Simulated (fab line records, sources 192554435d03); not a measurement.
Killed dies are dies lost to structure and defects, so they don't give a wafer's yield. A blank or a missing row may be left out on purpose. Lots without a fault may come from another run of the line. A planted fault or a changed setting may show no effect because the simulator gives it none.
Problem report in the 8D (eight disciplines) form, filled by code | flow n5_finfet | the parts of the form that need people (team, actions taken, sign-off) are left out

1. THE PROBLEM
bias_w at N5_DUMMY_GATE_ETCH_42 reads a mean of 9.29 W on 2 wafers of 1 lot; wafers without a fault read 12.00 W with a standard deviation of 0.04. That is -68 standard deviations from the usual mean.
The step: etches SiO2 in CHF3/O2, target depth 3.5 nm, time 31 s.
First seen on wafer L153.1, day 6 12:09, on rie_diel-02. The record holds 15 wafers of 5 lots with a number at this step. Rule for "out", or "out of limits": more than 4 standard deviations from the usual mean. The other wafers with a number count as sound.

2. WHAT IT IS AND WHAT IT IS NOT
question                    | is               | is not
which readings at this step | bias_w, rf_vpp_V | drypump_motor_current_A, oes_product_au, showerhead_plenum_p_Torr
which lots                  | L153             | L145, L149, L154, L160
which wafers of those lots  | L153.1, L153.5   | L153.4
read on which tools         | rie_diel-02      | rie_diel-03, rie_diel-06
when                        | from day 6 12:09 | up to then (7 sound wafers); but 6 sound wafers of L154, L160 came after

3. SUSPECTS, AND WHAT RULES EACH OUT
Counting: a tool at a process step up to the reading stays a suspect if it ran every lot that is out. Sound lots after the first of them don't rule it out here, since some wafers of a struck lot are sound.
- rie_si-03 at N5_DUMMY_GATE_TRIM_49 (chemistry O2, time 29 s, target cd 14 nm): kept. It ran the lot that is out, L153 (day 6 11:28).
- rie_diel-06 at N5_DUMMY_GATE_ETCH_31 (etches SiO2 in C4F6/O2, target depth 82.5 nm, time 27.5 s): kept. It ran the lot that is out, L153 (day 6 11:40); its last sound lot up to then is L149 (day 5 10:46).
- rie_diel-06 at N5_DUMMY_GATE_HM_OPEN_21 (chemistry CH3F/O2, target SiNx, target depth 120 nm, time 171.4 s): kept. It ran the lot that is out, L153 (day 6 11:45); its last sound lot up to then is L149 (day 5 10:51).
- rie_si-04 at N5_DUMMY_GATE_ETCH_32 (etches SiO2 in CF4, target depth 3.5 nm, time 3.9 s): kept. It ran the lot that is out, L153 (day 6 11:55).
- rie_diel-02 at N5_DUMMY_GATE_ETCH_42 (etches SiO2 in CHF3/O2, target depth 3.5 nm, time 31 s): kept. It ran the lot that is out, L153 (day 6 12:09); its last sound lot up to then is L149 (day 5 11:16). Its own readings are out on those wafers: bias_w, rf_vpp_V.
- Within rie_si-04 at N5_DUMMY_GATE_ETCH_32: the wafers that are out ran in chambers 2, 3; their sound lot-mates ran in chamber 0.
- Within rie_diel-02 at N5_DUMMY_GATE_ETCH_42: the wafers that are out ran in chamber 1; their sound lot-mates ran in chamber 3.
Left after counting: rie_si-03 at N5_DUMMY_GATE_TRIM_49, rie_diel-06 at N5_DUMMY_GATE_ETCH_31, rie_diel-06 at N5_DUMMY_GATE_HM_OPEN_21, rie_si-04 at N5_DUMMY_GATE_ETCH_32, rie_diel-02 at N5_DUMMY_GATE_ETCH_42.

4. THE CAUSE (what the simulator had put in)
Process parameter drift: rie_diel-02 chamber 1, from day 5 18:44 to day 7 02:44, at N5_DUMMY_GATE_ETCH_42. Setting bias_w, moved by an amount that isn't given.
Counting left 5 suspects, and this tool is among them.

5. THE CHAIN OF EFFECTS, in route order
Each row: a reading whose mean over the struck wafers that have a number lies more than 3 standard deviations from the usual. Only readings for which the record gives a usual standard deviation are gone through. hours: the time from each lot's start at the first step in this table that gives one to its start at this step, as a median over the lots. sigmas: the change in usual standard deviations.
hours | step                  | reading  | usual   | on struck wafers | change | sigmas
0     | N5_DUMMY_GATE_ETCH_42 | bias_w   | 12.00 W | 9.29             | -2.71  | -68
0     | N5_DUMMY_GATE_ETCH_42 | rf_vpp_V | 42.2 V  | 33.8             | -8.5   | -9.9
The process steps in it:
- N5_DUMMY_GATE_ETCH_42: etches SiO2 in CHF3/O2, target depth 3.5 nm, time 31 s.
Later measuring or inspecting steps at which every struck wafer that the step has a row for has a number for every such reading, and none has moved that far: N5_BEOL_M4_RC_MEAS_101.

6. WHAT WOULD HAVE CAUGHT IT SOONER
In this record the first reading out of limits was taken at day 6 12:09, 17 hours after the fault began at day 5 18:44.
